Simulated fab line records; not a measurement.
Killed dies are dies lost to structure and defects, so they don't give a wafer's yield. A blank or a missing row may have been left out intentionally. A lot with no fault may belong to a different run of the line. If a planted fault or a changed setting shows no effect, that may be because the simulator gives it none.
Problem report, 8D (eight disciplines) form, completed by code -- flow n5_finfet -- the parts of the form that need people (team, actions taken, sign-off) are left out

1. PROBLEM STATEMENT
trench_depth_nm at N5_BEOL_M10_OCD_MEAS_38 reads a mean of 129.1 nm on 2 wafers of 2 lots; wafers without a fault read 147.1 nm with a standard deviation of 2.7. Measured from the usual mean, that is -6.7 standard deviations.
First seen on wafer L297.6, day 17 01:20, on ocd-01. At this step, 19 wafers from 7 lots have a number in the record. Rule for "out" (also "out of limits"): further than 4 standard deviations from the usual mean. Any other wafer with a number is counted as sound.

2. WHAT IT IS AND WHAT IT IS NOT
question,is,is not
which readings at this step,trench_depth_nm,-
which lots,"L296, L297","L279, L281, L286, L301, L302"
which wafers of those lots,"L296.6, L297.6","L296.2, L297.2"
read on which gauges,"ocd-01, ocd-02",-
when,from day 17 01:20,"up to then (10 sound wafers); but 7 sound wafers of L296, L301, L302 came after"

3. WHAT RULES OUT EACH SUSPECT
Counting: a tool at a process step up to the reading stays a suspect if it ran every lot that is out. Sound lots after the first of them don't rule it out here, since some wafers of a struck lot are sound.
- the gauge at N5_BEOL_M10_OCD_MEAS_38: ruled out. The wafers that are out were read on 2 gauges (ocd-01, ocd-02).
- rie_diel-04 at N5_BEOL_M10_ETCH_62 (etches SOC in N2/H2, target depth 110 nm, overetch 22 nm, time 165 s): kept. Ran every lot that is out, first one L297 (day 16 23:51); last sound lot up to then L286 (day 14 07:48).
- rie_diel-04 at N5_BEOL_M10_TRENCH_ETCH_37 (etches SiCOH lowk in C4F6/O2, target depth 148.83 nm, time 48 s): kept. Ran every lot that is out, first one L297 (day 17 01:10); last sound lot up to then L286 (day 14 09:31).
- rie_diel-04 at N5_BEOL_M10_ETCH_41 (etches SiCN in CH3F/O2, target depth 42.6 nm, time 86 s): kept. Ran every lot that is out, first one L297 (day 17 01:20); last sound lot up to then L286 (day 14 09:43). N5_BEOL_M10_ETCH_41 gives no start for some lots, so the hours and the order of its lots are those of N5_BEOL_M10_OCD_MEAS_38.
The count leaves rie_diel-04 at N5_BEOL_M10_ETCH_62, rie_diel-04 at N5_BEOL_M10_TRENCH_ETCH_37, and rie_diel-04 at N5_BEOL_M10_ETCH_41.

4. THE CAUSE (what the simulator had put in)
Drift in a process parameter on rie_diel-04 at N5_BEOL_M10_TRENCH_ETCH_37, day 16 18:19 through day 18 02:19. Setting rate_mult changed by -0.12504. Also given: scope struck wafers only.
This tool is one of the 3 suspects left after counting.

5. THE EFFECT CHAIN, in route order
Each row: a reading where the mean over the struck wafers with a number is more than 3 standard deviations away from the usual. Only readings for which the record gives a usual standard deviation are gone through. hours: the time from each lot's start at the first step in this table that gives one to its start at this step, as a median over the lots. sigmas: the change in usual standard deviations.
hours,step,reading,usual,on struck wafers,change,sigmas
0,N5_BEOL_M10_OCD_MEAS_38,trench_depth_nm,147.1 nm,129.1,-18.0,-6.7
4,N5_BEOL_M10_THK_MEAS_53,M10_THK,137.6 nm,118.8,-18.8,-6.5
4,N5_BEOL_M10_RS_MEAS_57,M10_RS,0.153 ohm/sq,0.180,+0.027,+7.7
36,N5_BEOL_M15_RC_MEAS_101,SERP_M10,3.11 ohm/um,3.66,+0.55,+6.6
36,N5_BEOL_M15_RC_MEAS_101,SERP_M10_max_site,3.20 ohm/um,3.80,+0.60,+6.8

6. WHAT WOULD HAVE CAUGHT IT SOONER
7 hours passed between the start of the fault at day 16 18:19 and the first reading out of limits at a measuring or inspecting step in this record, taken at day 17 01:20.
An alarm limit of 4 standard deviations would not have fired on the tool readings at N5_BEOL_M10_TRENCH_ETCH_37 for which the record gives a usual standard deviation, since none of them was out on any struck wafer.
Lots out: 2; of these, L296 started N5_BEOL_M10_TRENCH_ETCH_37 on rie_diel-04 after day 17 01:20. Holding the tool at that time would have saved it.
